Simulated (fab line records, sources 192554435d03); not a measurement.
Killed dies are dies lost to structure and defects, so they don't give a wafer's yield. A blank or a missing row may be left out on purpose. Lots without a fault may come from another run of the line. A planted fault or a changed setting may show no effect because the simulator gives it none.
A struck lot beside a sound one | flow n5_finfet | 16 steps out of a route of 1938
Sound: wafers L579.3, L579.5, L579.6. Struck: wafers L589.2, L589.4. The cause comes at the end.
At each step with rows: each side's tool, then ch and its chambers, then its first start. Under that, the readings that differ: sound wafers | struck wafers | difference of the means | sigmas: that difference in standard deviations of wafers without a fault.
alike: readings whose means differ by less than 2 such deviations, and words and numbers that are the same on both sides. not compared: withheld readings, readings that some wafer has no value for, bounds like >300 that may hide the same value, and numbers for which the record gives no deviation and whose values overlap.
The two part at a step that has a row with sigmas, a row that says differs or no value, or rows on one side only. Numbers that don't overlap but have no deviation are shown without sigmas and don't part them. A reading that every wafer of one side lacks parts them only if that side has two wafers or more.

N5_DUMMY_GATE_ETCH_42: etches SiO2 in CHF3/O2, target depth 3.5 nm, time 31 s.
  sound on rie_diel-01 ch 0,2,3, day 6 01:07; struck on rie_diel-01 ch 0,2, day 8 11:32
  reading               | sound          | struck    | difference | sigmas
  oes_product_au (a.u.) | 0.73 0.73 0.68 | 0.71 0.92 | +0.10      | +2
  alike: O2_flow_sccm, drypump_motor_current_A, rf_vpp_V, showerhead_plenum_p_Torr, throttle_valve_pct
  not compared: rf_hours_counter_h
N5_DUMMY_GATE_STRIP_48: strips in N2/H2, time 20 s.
  sound on rie_diel-01 ch 0,2,3, day 6 01:10; struck on rie_diel-01 ch 0,2, day 8 11:35
  reading               | sound          | struck    | difference | sigmas
  oes_product_au (a.u.) | 0.73 0.73 0.68 | 0.71 0.91 | +0.10      | +2
  alike: drypump_motor_current_A, rf_vpp_V, showerhead_plenum_p_Torr, throttle_valve_pct
  not compared: rf_hours_counter_h
then, 5 steps without rows for these wafers: N5_DUMMY_GATE_PRECLEAN_33 (cleans in dHF, time 10 s); N5_DUMMY_GATE_PRECLEAN_25 (cleans in O3/DIW, time 45 s); N5_DUMMY_GATE_PRECLEAN_51 (cleans in SC2, time 45 s); N5_DUMMY_GATE_SRD_26 (time 30 s); N5_DUMMY_GATE_UV_OZONE_45 (time 120 s).
N5_DUMMY_GATE_INSPECT_27: inspects for defects (brightfield).
  sound on defect_inspect-01, day 6 01:21; struck on defect_inspect-02, day 8 11:47
  alike: raw_defect_count
N5_SPACER0_ALD_07: deposits SiNx, target thk 2 nm.
  sound on ald_sin-03 ch 0,1, day 6 01:23; struck on ald_sin-03 ch 2,3, day 8 11:49
  alike: heater_power_w
N5_SPACER0_ALD_00: deposits SiOCN, target thk 3.5 nm, pulse time 3 s, purge time 2 s.
  sound on ald_sin-03 ch 0,1, day 6 01:32; struck on ald_sin-03 ch 2,3, day 8 11:58
  alike: heater_power_w, precursor_pulse_height_rel
N5_SPACER0_ALD_08: deposits SiNx, target thk 2 nm.
  sound on ald_sin-03 ch 0,1, day 6 01:48; struck on ald_sin-03 ch 2,3, day 8 12:14
  alike: heater_power_w
N5_SPACER0_INSPECT_04: inspects for defects (darkfield).
  sound on defect_inspect-01, day 6 01:58; struck on defect_inspect-01, day 8 12:23
  alike: raw_defect_count
N5_SD_EPI_N_COAT_32: time 60 s, resist thk 350 nm.
  sound on litho_track-01 ch 0, day 6 01:59; struck on litho_track-03 ch 0, day 8 12:25
  reading                  | sound             | struck      | difference | sigmas
  chill_plate_temp_C (C)   | 22.92 22.88 22.94 | 23.11 23.22 | +0.25      | +3
  heater_power_total_W (W) | 502.3 501.1 498.8 | 615.3 618.2 | +116.0     | +64
  run_length_s (s)         | 66.17 66.41 66.20 | 48.78 48.72 | -17.51     | -83
then, 1 step without rows for these wafers: N5_SD_EPI_N_COAT_33 (time 60 s, resist thk 35 nm).
-- the record jumps here: 5 days lie between the struck wafers' starts before and after (it left off in module SD_EPI_N and takes up again in module BEOL_M4, whose first step shown is number 1111 of the route) --
N5_BEOL_M4_RC_MEAS_101:
  sound on prober-02 ch 0, day 10 22:16; struck on prober-02 ch 0, day 13 17:16
  reading        | sound          | struck    | difference | sigmas
  DIBL_N (mV/V)  | 32.0 35.3 35.1 | 39.0 38.6 | +4.7       | +3
  IOFF_N (nA/um) | 0.10 0.14 0.15 | 0.23 0.20 | +0.09      | +3
  IOFF_P (nA/um) | 0.14 0.20 0.19 | 0.27 0.26 | +0.09      | +2
  ION_N (uA/um)  | 645 657 677    | 699 688   | +34        | +3
  SS_P (mV/dec)  | 71.9 72.8 73.1 | 74.2 74.0 | +1.5       | +2
  VT_N (mV)      | 255 252 248    | 242 245   | -8         | -3
  alike: DIBL_P, ION_P, SS_N, VT_P
N5_PASSIVATION_PROBE_49:
  the record has rows for the sound wafers here (prober-01, day 15 16:35) and none for the struck ones

WHERE THEY PART
First at N5_DUMMY_GATE_ETCH_42; last, within this record, at N5_PASSIVATION_PROBE_49.

WHY: what the simulator had put in
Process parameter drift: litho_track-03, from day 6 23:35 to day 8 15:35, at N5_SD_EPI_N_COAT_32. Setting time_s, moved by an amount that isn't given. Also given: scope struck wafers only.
